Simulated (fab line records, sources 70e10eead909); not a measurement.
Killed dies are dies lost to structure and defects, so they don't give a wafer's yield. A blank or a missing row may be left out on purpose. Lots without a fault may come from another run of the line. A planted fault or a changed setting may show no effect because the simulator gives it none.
fab line records | flow nand_harc
record lots=13 wafers=39 last_day=32
route steps=1302 shown A_STAIRCASE@701
lots that met no fault: from a run of the same line without faults
start_h: hours from the record's first day to the start of the lot's first wafer shown | wait_h: hours since the lot's step before | " the same as in the row above | L1.1+2: a row that stands for several wafers | - no value, or no start given | * or withheld: withheld | < > ~ a bound
route shown NAME@n: a module of which the file shows steps, and the number in the route of the first | usual: mean/standard deviation of fault-free wafers | same: alike in all rows | chamber/n: place in a boat | sites: the reading at each site | _std_site: their standard deviation | _edge_site: outer sites' mean less inner sites' | radius_mm: how far each site lies from the wafer's centre | mask NAME#n: copy n | behind: the tool/chamber that last shaped the wafer | hold: why the lot was held/for how many hours/how that ended | device: the transistor (n, p or np) that didn't switch | end of line: the same wafers' tests at the end of the route | a step without rows: its recipe alone | killed: dies lost to structure and defects at the first sort, not the wafer's yield | map: a wafer's dies, x killed, . not, _ none there
set.NAME: the setting as run; set.NAME@STEP: as run at that earlier step | model.NAME: the simulator's own value behind a step, which no gauge read
steps of the route over a sample of lots; a table a step, a row a wafer
services: from which hour (start_h, from the record's first day; less than 0 if before it) a tool's chamber was out of use, for how many hours, and why
## steps
# step NHARC_A_STAIRCASE_TRIM_187
# recipe time_s=211.2 o2_flow_sccm=500 ar_flow_sccm=0 bias_w=0 chemistry=O2
# usual drypump_motor_current_A=5.6/0.52 oes_product_au=1.003/0.011 rf_vpp_V=57.6/0.92 showerhead_plenum_p_Torr=3.51/0.16 throttle_valve_pct=17.035/0.0087
# columns lot.wafer tool chamber start_h wait_h drypump_motor_current_A oes_product_au rf_hours_counter_h rf_vpp_V showerhead_plenum_p_Torr throttle_valve_pct
L722.1 rie_diel-01 3 349.19 0.1 5.0 0.992 50 56.3 3.38 17.026
L722.6 " 2 " " 5.4 0.990 - 58.1 3.32 17.038
L722.5 " 3 " " 5.0 0.992 - 58.1 3.38 17.051
L723.1 rie_diel-03 0 367.93 0.1 4.9 1.025 19 57.2 3.48 17.031
L723.2 " 2 " " 6.2 1.005 21 58.0 3.28 17.027
L723.6 " 3 " " 5.8 1.018 - 56.5 3.50 17.041
L724.4 rie_diel-01 0 378.19 0.1 5.1 0.992 58 59.4 3.74 17.035
L724.2 " 1 " " 6.0 0.996 61 58.0 3.49 17.040
L724.5 " 1 " " 6.1 0.991 - 56.3 3.49 17.042
L725.1 rie_diel-03 0 396.93 0.1 4.8 1.001 28 57.5 3.48 17.022
L725.3 " 2 " " 6.2 0.998 24 56.8 3.28 17.039
L725.6 " 3 " " 5.8 1.010 - 58.9 3.50 17.045
L726.4 rie_diel-03 3 402.81 0.1 5.8 1.013 31 56.5 3.50 17.016
L726.3 " 0 " " 4.8 0.995 29 57.8 3.48 17.031
L726.6 " 0 " " 4.8 1.003 - 57.7 3.48 17.030
L728.3 rie_diel-01 1 411.98 0.1 6.1 1.007 8 56.3 3.48 17.029
L728.5 " 0 " " 5.1 1.009 - 57.2 3.73 17.027
L728.4 " 2 " " 5.4 0.999 - 56.5 3.31 17.043
L727.4 rie_diel-07 3 417.96 0.1 5.8 1.015 32 57.0 3.72 17.046
L727.2 " 2 " " 5.9 1.031 35 58.3 3.63 17.038
L727.6 " 0 " " 5.9 1.006 - 57.3 3.75 17.024
L729.1 rie_diel-03 2 433.16 0.1 6.2 1.007 37 55.7 3.28 17.043
L729.2 " 0 " " 4.9 1.017 41 57.1 3.47 17.018
L729.6 " 2 " " 6.2 1.002 - 57.5 3.28 17.029
L730.2 rie_diel-03 2 441.19 0.1 6.2 0.999 38 58.3 3.28 17.031
L730.1 " 3 " " 5.8 1.009 43 57.9 3.49 17.048
L730.6 " 3 " " 5.8 1.021 - 57.7 3.49 17.035
L732.3 rie_diel-03 1 472.71 0.1 6.3 1.011 4 57.5 3.62 17.045
L732.2 " 2 " " 6.2 0.994 4 58.2 3.81 17.025
L732.5 " 2 " " 6.2 0.992 - 58.8 3.81 17.048
L735.2 rie_diel-07 2 491.08 0.1 5.9 1.003 3 57.7 3.62 17.021
L735.1 " 0 " " 5.9 0.988 4 57.4 3.74 17.036
L735.5 " 1 " " 5.5 1.004 - 56.5 3.29 17.039
L738.1 rie_diel-01 2 510.80 0.2 5.4 1.009 45 57.3 3.29 17.035
L738.3 " 3 " " 5.0 1.001 44 58.1 3.35 17.036
L738.6 " 2 " " 5.4 1.003 - 58.6 3.29 17.027
L743.3 rie_diel-03 0 562.77 0.1 4.8 0.995 31 56.6 3.45 17.037
L743.1 " 3 " " 5.8 1.027 31 57.9 3.47 17.021
L743.6 " 1 " " 6.3 1.013 - 57.9 3.61 17.028
# step NHARC_A_STAIRCASE_ETCH_190
# recipe target_depth_a=1000 time_s=40.5 ion_energy_ev=400 c4f8_flow_sccm=20 o2_flow_sccm=10 ar_flow_sccm=withheld rf_w=600 bias_w=1000 chemistry=C4F8/O2
# usual oes_product_au=0.945/0.013 rf_vpp_V=895/5.9 run_length_s=61.9/0.53
# columns lot.wafer tool chamber start_h wait_h oes_product_au rf_hours_counter_h rf_vpp_V run_length_s
L722.1 rie_diel-01 3 349.57 - 0.909 50 890 61.6
L722.6 " 1 " " 0.946 - 895 61.0
L722.5 " 2 " " 0.924 - 889 62.1
L723.2 rie_diel-03 2 368.30 - 0.955 21 888 62.1
L723.1 " 3 " " 0.969 21 894 62.8
L723.6 " 2 " " 0.956 - 887 62.5
L724.4 rie_diel-01 2 378.62 - 0.948 61 888 63.0
L724.2 " 0 " " 0.948 58 902 61.1
L724.5 " 2 " " 0.945 - 888 62.5
L725.3 rie_diel-03 3 397.31 - 0.958 30 895 62.4
L725.1 " 0 " " 0.956 28 893 61.9
L725.6 " 1 " " 0.955 - 899 61.7
L726.3 rie_diel-03 2 403.20 - 0.946 25 886 62.3
L726.4 " 0 " " 0.937 29 896 61.5
L726.6 " 3 " " 0.949 - 895 62.3
L728.3 rie_diel-01 0 412.79 - 0.951 8 903 61.5
L728.4 " 0 " " 0.949 - 903 62.1
L728.5 " 1 " " 0.950 - 894 61.2
L727.2 rie_diel-07 2 418.35 - 0.968 35 899 61.5
L727.4 " 3 " " 0.957 32 902 62.0
L727.6 " 0 " " 0.942 - 904 62.7
L729.1 rie_diel-03 1 433.53 - 0.943 44 900 61.7
L729.2 " 0 " " 0.951 42 894 61.3
L729.6 " 1 " " 0.945 - 901 61.8
L730.1 rie_diel-03 0 441.60 - 0.951 43 893 61.4
L730.2 " 2 " " 0.949 39 886 62.1
L730.6 " 3 " " 0.967 - 894 62.4
L732.3 rie_diel-03 1 473.24 - 0.949 4 901 62.1
L732.2 " 2 " " 0.924 4 907 62.3
L732.5 " 3 " " 0.963 - 894 62.5
L735.2 rie_diel-07 3 491.45 - 0.949 3 902 62.1
L735.1 " 0 " " 0.927 4 903 62.6
L735.5 " 0 " " 0.914 - 904 62.2
L738.3 rie_diel-01 2 511.18 - 0.957 45 887 62.8
L738.1 " 0 " " 0.945 41 904 61.1
L738.6 " 3 " " 0.955 - 888 61.0
L743.3 rie_diel-03 0 563.17 - 0.928 31 894 50.6
L743.1 " 2 " " 0.930 36 904 62.2
L743.6 " 0 " " 0.939 - 892 50.6
# step NHARC_A_STAIRCASE_TRIM_191
# recipe time_s=211.2 o2_flow_sccm=500 ar_flow_sccm=0 bias_w=0 chemistry=O2
# usual drypump_motor_current_A=5.6/0.53 oes_product_au=1.003/0.013 rf_vpp_V=57.7/0.83 showerhead_plenum_p_Torr=3.52/0.16 throttle_valve_pct=17.036/0.0083
# columns lot.wafer tool chamber start_h wait_h drypump_motor_current_A oes_product_au rf_hours_counter_h rf_vpp_V showerhead_plenum_p_Torr throttle_valve_pct
L722.1 rie_diel-01 3 - - 5.0 0.979 50 56.2 3.38 17.029
L722.6 " 3 " " 5.0 0.996 - 57.2 3.38 17.046
L722.5 " 0 " " 5.2 0.995 - 57.4 3.75 17.037
L723.1 rie_diel-03 0 - - 4.8 1.004 19 57.1 3.48 17.028
L723.2 " 1 " " 6.3 0.990 20 58.4 3.64 17.032
L723.6 " 3 " " 5.8 1.015 - 56.7 3.50 17.032
L724.2 rie_diel-01 1 - - 6.0 0.984 61 56.7 3.49 17.044
L724.4 " 3 " " 4.9 0.990 61 56.0 3.37 17.031
L724.5 " 0 " " 5.1 0.994 - 57.4 3.74 17.042
L725.1 rie_diel-03 0 - - 4.8 0.993 28 56.9 3.48 17.039
L725.3 " 3 " " 5.8 1.013 30 58.2 3.50 17.031
L725.6 " 0 " " 4.8 1.001 - 56.4 3.48 17.029
L726.3 rie_diel-03 0 - - 4.8 1.027 31 58.3 3.48 17.036
L726.4 " 2 " " 6.2 1.013 29 59.0 3.28 17.042
L726.6 " 0 " " 4.8 1.006 - 57.2 3.48 17.049
L728.4 rie_diel-01 3 - - 5.0 0.992 8 58.6 3.37 17.030
L728.3 " 1 " " 6.1 1.004 8 57.0 3.48 17.034
L728.5 " 3 " " 5.0 0.992 - 56.6 3.37 17.028
L727.2 rie_diel-07 0 - - 6.0 0.989 31 58.6 3.75 17.045
L727.4 " 2 " " 5.9 1.025 35 57.6 3.63 17.022
L727.6 " 3 " " 5.8 1.015 - 57.6 3.72 17.037
L729.2 rie_diel-03 2 - - 6.2 0.998 37 56.8 3.28 17.028
L729.1 " 1 " " 6.3 1.005 44 58.3 3.63 17.025
L729.6 " 3 " " 5.8 1.024 - 58.5 3.49 17.027
L730.1 rie_diel-03 1 - - 6.3 1.008 46 58.2 3.63 17.030
L730.2 " 3 " " 5.8 1.024 43 58.0 3.49 17.043
L730.6 " 1 " " 6.3 1.016 - 57.4 3.63 17.024
L732.2 rie_diel-03 0 - - 4.9 0.984 4 58.2 3.46 17.038
L732.3 " 1 " " 6.3 1.014 4 57.2 3.62 17.041
L732.5 " 3 " " 5.8 1.032 - 56.3 3.49 17.050
L735.1 rie_diel-07 0 - - 5.9 0.988 4 58.4 3.74 17.033
L735.2 " 3 " " 5.8 1.023 3 57.1 3.70 17.030
L735.5 " 1 " " 5.5 1.007 - 58.3 3.29 17.048
L738.1 rie_diel-01 2 - - 5.4 1.018 45 58.3 3.29 17.022
L738.3 " 3 " " 5.0 1.010 44 57.9 3.35 17.040
L738.6 " 2 " " 5.4 1.009 - 57.6 3.29 17.048
L743.3 rie_diel-03 2 - - 6.2 0.985 36 58.5 3.79 17.026
L743.1 " 1 " " 6.3 1.000 27 57.9 3.61 17.034
L743.6 " 3 " " 5.8 1.016 - 56.8 3.47 17.020
# step NHARC_A_STAIRCASE_ETCH_194
# recipe target_depth_a=1000 time_s=40.5 ion_energy_ev=400 c4f8_flow_sccm=20 o2_flow_sccm=10 ar_flow_sccm=withheld rf_w=600 bias_w=1000 chemistry=C4F8/O2
# usual oes_product_au=0.947/0.013 rf_vpp_V=895/6.1 run_length_s=61.9/0.59
# columns lot.wafer tool chamber start_h wait_h oes_product_au rf_hours_counter_h rf_vpp_V run_length_s
L722.1 rie_diel-01 3 - - 0.927 50 891 61.2
L722.5 " 1 " " 0.950 - 894 60.7
L722.6 " 2 " " 0.937 - 890 62.1
L723.2 rie_diel-03 3 - - 0.958 21 895 62.3
L723.1 " 0 " " 0.946 19 895 61.5
L723.6 " 0 " " 0.950 - 895 61.4
L724.2 rie_diel-01 2 - - 0.943 62 888 62.3
L724.4 " 1 " " 0.944 61 892 61.1
L724.5 " 3 " " 0.946 - 891 61.3
L725.3 rie_diel-03 1 - - 0.946 29 901 62.1
L725.1 " 3 " " 0.958 30 895 62.5
L725.6 " 1 " " 0.954 - 900 62.1
L726.4 rie_diel-03 2 - - 0.965 29 886 62.6
L726.3 " 1 " " 0.932 34 901 61.7
L726.6 " 3 " " 0.960 - 896 62.6
L728.4 rie_diel-01 3 - - 0.934 8 889 61.1
L728.3 " 0 " " 0.932 9 903 61.4
L728.5 " 2 " " 0.937 - 887 62.4
L727.4 rie_diel-07 0 - - 0.961 31 903 62.2
L727.2 " 1 " " 0.952 34 888 62.3
L727.6 " 3 " " 0.965 - 901 61.9
L729.1 rie_diel-03 1 - - 0.946 44 899 61.8
L729.2 " 2 " " 0.952 37 886 62.2
L729.6 " 0 " " 0.949 - 893 61.6
L730.1 rie_diel-03 3 - - 0.964 45 894 63.0
L730.2 " 0 " " 0.959 45 895 61.3
L730.6 " 3 " " 0.981 - 894 62.5
L732.2 rie_diel-03 3 - - 0.961 1 894 62.6
L732.3 " 0 " " 0.924 5 893 61.8
L732.5 " 3 " " 0.958 - 894 62.2
L735.2 rie_diel-07 3 - - 0.947 3 901 62.1
L735.1 " 1 " " 0.945 5 886 62.5
L735.5 " 2 " " 0.943 - 900 61.3
L738.3 rie_diel-01 1 - - 0.937 41 893 61.1
L738.1 " 2 " " 0.946 45 888 62.7
L738.6 " 0 " " 0.938 - 904 61.7
L743.1 rie_diel-03 1 - - 0.940 27 899 61.9
L743.3 " 2 " " 0.946 37 905 62.3
L743.6 " 2 " " 0.931 - 905 62.3
## services
# columns tool chamber start_h hours kind
rie_diel-03 0 339.42 - clean
rie_diel-03 1 339.42 - clean
rie_diel-03 2 339.42 - clean
rie_diel-03 3 339.42 - clean
rie_diel-01 0 358.28 6.1 repair
rie_diel-03 0 363.92 - clean
rie_diel-03 1 363.92 - clean
rie_diel-03 2 363.92 - clean
rie_diel-03 3 363.92 - clean
rie_diel-07 - 372.59 1.2 repair
rie_diel-03 2 375.34 13.8 repair
rie_diel-01 - 381.53 9.0 pm
rie_diel-07 3 384.62 2.5 repair
rie_diel-03 0 388.42 - clean
rie_diel-03 1 388.42 - clean
rie_diel-03 3 388.42 - clean
rie_diel-01 3 410.09 2.7 repair
rie_diel-01 0 414.14 6.5 repair
rie_diel-03 3 455.41 17.4 repair
rie_diel-03 - 458.34 9.0 pm
rie_diel-07 - 472.85 9.0 pm
rie_diel-03 1 476.61 8.3 repair
rie_diel-07 1 533.96 17.1 repair
rie_diel-01 - 558.53 9.0 pm
## key
first_sign step=NHARC_A_STAIRCASE_ETCH_190 reading=run_length_s direction=down sigmas=21 usual=* struck=*
effect none on later readings
met_at NHARC_A_STAIRCASE_ETCH_190
struck_lots L743
struck_wafers L743.3,L743.6
later_rows_left_out L743.3,L743.6
sort_left_out L743.3,L743.6
tester_left_out L743
not_acting_at NHARC_A_STAIRCASE_TRIM_187,NHARC_A_STAIRCASE_TRIM_191,NHARC_A_STAIRCASE_ETCH_194
onset_between 441.60 563.17
fault kind=process_parameter_drift tool=rie_diel-03 chamber=0 onset_h=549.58 steps=NHARC_A_STAIRCASE_ETCH_190 channel=time_s offset=* shape=step end_h=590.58 acts_in=* stated=*
# tester_left_out: of these lots the tester's yield and bins aren't shown, on N5 and GAA mostly nor the transistor test; their killed dies are dies lost to structure and defects alone, not to doping, threshold or leakage, so they don't give the yield
# sort_left_out: the simulated sort isn't trusted on such a fault, so these wafers' sort isn't shown, and their yield isn't known
# later_rows_left_out: the simulator's readings of these wafers behind a module that went badly wrong aren't trusted and aren't shown, but for the sort
